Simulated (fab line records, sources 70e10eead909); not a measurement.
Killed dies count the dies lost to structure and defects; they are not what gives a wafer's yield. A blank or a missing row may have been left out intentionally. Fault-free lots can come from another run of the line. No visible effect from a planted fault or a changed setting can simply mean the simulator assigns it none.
Which tool was responsible? + flow nand harc + 13 lots with 39 wafers sampled at 6 steps, on a route of 1302 steps

WHAT EACH GAUGE READ, for each wafer
NHARC_A_ZERO_WELL_INSPECT_17.
| lot  | measured     | on                | raw defect count |
|------|--------------|-------------------|------------------|
| L550 | day 6 23:23  | defect inspect-01 | 3 11 10          |
| L552 | day 8 00:04  | defect inspect-02 | 9 4 3            |
| L553 | day 8 10:04  | defect inspect-01 | 12 18 26         |
| L554 | day 8 20:58  | defect inspect-01 | 9 12 17          |
| L557 | day 10 06:40 | defect inspect-01 | 11 10 10         |
| L559 | day 11 04:33 | defect inspect-01 | 11 19 20         |
| L561 | day 11 17:50 | defect inspect-01 | 16 11 18         |
| L566 | day 14 02:51 | defect inspect-01 | 5 5 15           |
| L568 | day 14 16:05 | defect inspect-02 | 8 5 3            |
| L569 | day 15 04:54 | defect inspect-02 | 18 19 9          |
| L570 | day 15 12:08 | defect inspect-02 | 4 11 9           |
| L572 | day 16 17:11 | defect inspect-02 | 8 9 5            |
| L571 | day 16 18:03 | defect inspect-02 | 15 22 17         |

NHARC_A_ONON_D1_THK_MEAS_11: measures by ellipsometry.
| lot  | measured     | on            | thk nm (nm)    |
|------|--------------|---------------|----------------|
| L550 | day 7 22:18  | film metro-01 | 1010 1010 1009 |
| L552 | day 9 01:01  | film metro-01 | 1008 1008 1008 |
| L553 | day 9 08:50  | film metro-02 | 1010 1011 1010 |
| L554 | day 9 19:46  | film metro-01 | 1013 1014 1012 |
| L557 | day 11 05:43 | film metro-01 | 1001 1001 1002 |
| L559 | day 12 03:07 | film metro-02 | 1008 1006 1008 |
| L561 | day 12 17:52 | film metro-01 | 985 987 989    |
| L566 | day 15 02:07 | film metro-01 | 1019 1017 1016 |
| L568 | day 15 14:41 | film metro-02 | 995 997 997    |
| L569 | day 16 05:05 | film metro-01 | 981 979 978    |
| L570 | day 16 09:51 | film metro-01 | 1003 1001 1002 |
| L572 | day 17 15:34 | film metro-01 | 1001 1003 1002 |
| L571 | day 17 15:40 | film metro-02 | 1010 1011 1009 |

NHARC_A_ONON_D1_THK_MEAS_27: measures by ellipsometry.
| lot  | measured     | on            | thk nm (nm)    |
|------|--------------|---------------|----------------|
| L550 | day 8 08:24  | film metro-02 | 1002 1002 1003 |
| L552 | day 9 11:55  | film metro-01 | 992 994 994    |
| L553 | day 9 21:26  | film metro-02 | 989 989 989    |
| L554 | day 10 05:46 | film metro-02 | 1005 1006 1006 |
| L557 | day 11 16:01 | film metro-02 | 1003 1002 1002 |
| L559 | day 12 13:05 | film metro-01 | 1002 1002 1002 |
| L561 | day 13 04:13 | film metro-02 | 1002 1003 1004 |
| L566 | day 15 12:10 | film metro-02 | 980 980 980    |
| L568 | day 16 00:29 | film metro-02 | 989 989 988    |
| L569 | day 16 15:11 | film metro-01 | 1009 1008 1010 |
| L570 | day 16 20:44 | film metro-01 | 998 999 998    |
| L572 | day 18 01:36 | film metro-02 | 1021 1022 1020 |
| L571 | day 18 01:36 | film metro-01 | 1018 1018 1019 |

NHARC_A_ONON_D1_THK_MEAS_34: measures by ellipsometry.
| lot  | measured     | on            | thk nm (nm)                         |
|------|--------------|---------------|-------------------------------------|
| L550 | day 8 09:26  | film metro-02 | 201.3 205.3 202.5                   |
| L552 | day 9 12:58  | film metro-02 | 202.3 199.9 205.5                   |
| L553 | day 9 22:29  | film metro-02 | 196.2 197.5 202.4                   |
| L554 | day 10 06:49 | film metro-01 | 195.2 196.9 203.5                   |
| L557 | day 11 17:04 | film metro-02 | 196.8 203.3 200.3                   |
| L559 | day 12 14:08 | film metro-02 | 198.4 199.1 199.7                   |
| L561 | day 13 05:16 | film metro-02 | 196.9 197.4 200.7                   |
| L566 | day 15 13:12 | film metro-02 | 222.1 218.2 219.7 220.9 218.1 221.1 |
| L568 | day 16 01:31 | film metro-02 | 218.0 220.4 222.0 218.2 221.9 221.8 |
| L569 | day 16 16:14 | film metro-01 | 197.5 201.9 201.1                   |
| L570 | day 16 21:52 | film metro-01 | 198.0 201.1 205.3                   |
| L572 | day 18 02:38 | film metro-01 | 197.0 200.6 201.2                   |
| L571 | day 18 02:38 | film metro-02 | 201.4 204.6 201.4                   |

NHARC_END_SORT_01.
| lot  | measured     | on        | killed at array | killed at other | killed at periphery | killed dies | killed open | killed short |
|------|--------------|-----------|-----------------|-----------------|---------------------|-------------|-------------|--------------|
| L568 | day 33 14:16 | prober-01 | 104 85 73       | 2 0 2           | 4 6 6               | 110 91 81   | 3 4 4       | 5 2 2        |

EACH LOT AND THE TOOL THAT RAN IT (in order: tool; ch and the chambers of the sampled wafers; start)
| lot  | NHARC_A_ONON_D1_DEP_33          |
|------|---------------------------------|
| L550 | pecvd-01 ch 0,1, day 8 09:04    |
| L552 | pecvd-03 ch 1,2, day 9 12:32    |
| L553 | pecvd-03 ch 0,1,2, day 9 22:04  |
| L554 | pecvd-01 ch 0,1,2, day 10 06:24 |
| L557 | pecvd-02 ch 0,2, day 11 16:44   |
| L559 | pecvd-02 ch 0,2, day 12 13:46   |
| L561 | pecvd-01 ch 0,1,2, day 13 04:56 |
| L566 | pecvd-02 ch 0,1,2, day 15 12:47 |
| L568 | pecvd-02 ch 0,2, day 16 01:09   |
| L569 | pecvd-01 ch 0,2, day 16 15:49   |
| L570 | pecvd-01 ch 0,2, day 16 21:29   |
| L572 | pecvd-01 ch 0,1,2, day 18 02:19 |
| L571 | pecvd-03 ch 0,1, day 18 02:13   |
- NHARC_A_ONON_D1_DEP_33: deposits SiO2, target thk 200 nm.

WHAT THE TOOLS THEMSELVES READ (means of the sampled wafers that have a number; where no wafer has one, the mark that the record gives instead)
NHARC_A_ONON_D1_DEP_33.
| lot  | tool     | heater power w (W) | rf fwd power W (W) | showerhead vpp V (V) | throttle valve pct (%) |
|------|----------|--------------------|--------------------|----------------------|------------------------|
| L550 | pecvd-01 | 561                | 896.8              | 1886                 | 16.3                   |
| L552 | pecvd-03 | 593                | 897.5              | 1979                 | 15.4                   |
| L553 | pecvd-03 | 599                | 899.7              | 1913                 | 15.4                   |
| L554 | pecvd-01 | 478                | 899.1              | 1812                 | 16.3                   |
| L557 | pecvd-02 | 517                | 893.6              | 1949                 | 16.0                   |
| L559 | pecvd-02 | 523                | 897.7              | 1939                 | 16.0                   |
| L561 | pecvd-01 | 494                | 896.8              | 1807                 | 16.8                   |
| L566 | pecvd-02 | 372                | 1260.1             | 2265                 | 16.4                   |
| L568 | pecvd-02 | 367                | 1257.9             | 2244                 | 16.5                   |
| L569 | pecvd-01 | 507                | 899.7              | 1844                 | 16.5                   |
| L570 | pecvd-01 | 469                | 896.6              | 1908                 | 16.6                   |
| L572 | pecvd-01 | 541                | 895.9              | 1842                 | 16.5                   |
| L571 | pecvd-03 | 603                | 899.5              | 1849                 | 15.8                   |

THE ANSWER, worked out from the rows above alone
Rule: usual is defined by the lots themselves. Put in order of their means at a reading, lots are off if they are a third of the lots or fewer, leave a main group of 4 or more, and stand apart from it by a gap of 3 or more times the standard deviation of the main group's means; of several such gaps the widest counts. If all means in a main group match to the digits the tables above print for the reading, that group is not used. Also off: a lot with no number at a reading for which 4 or more lots have one. The other lots that the step has rows for count as sound. Order of review: gauges by route order, followed by the tools' own readings, for which a lot's mean as printed above is used. At the first step where some lot is off, the reading lying furthest off is the one used; lots without a number count as furthest.
Off: L566, L568, at NHARC_A_ONON_D1_THK_MEAS_34 (thk nm). The main group: mean 200.4 nm, standard deviation 1.7.
A tool fits if, at a process step before that reading, it ran every lot that is off, and no sound lot after the first of them. The gauges at NHARC_A_ONON_D1_THK_MEAS_34 aren't tried: what is off there is off at NHARC_A_ONON_D1_DEP_33 too, on other tools, and a gauge's error can't cause that. One candidate fits, namely pecvd-02 at NHARC_A_ONON_D1_DEP_33. Its last sound lot is L559 (day 12 13:46), its first lot that is off L566 (day 15 12:47): a fault that began between those two fits.
The tool's own readings at NHARC_A_ONON_D1_DEP_33 bear it out: on the lots that are off they differ by more than 5 times the standard deviation of the sound lots' means. rf fwd power W reads 1259.0 W there against 897.5 W on the sound lots; showerhead vpp V reads 2254 V there against 1884 V on the sound lots.

WHAT THE SIMULATOR HAD PUT IN
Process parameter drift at NHARC_A_ONON_D1_DEP_33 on pecvd-02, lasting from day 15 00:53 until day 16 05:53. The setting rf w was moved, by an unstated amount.
Lots struck among those shown: L566, L568. The rule above reached the same finding.
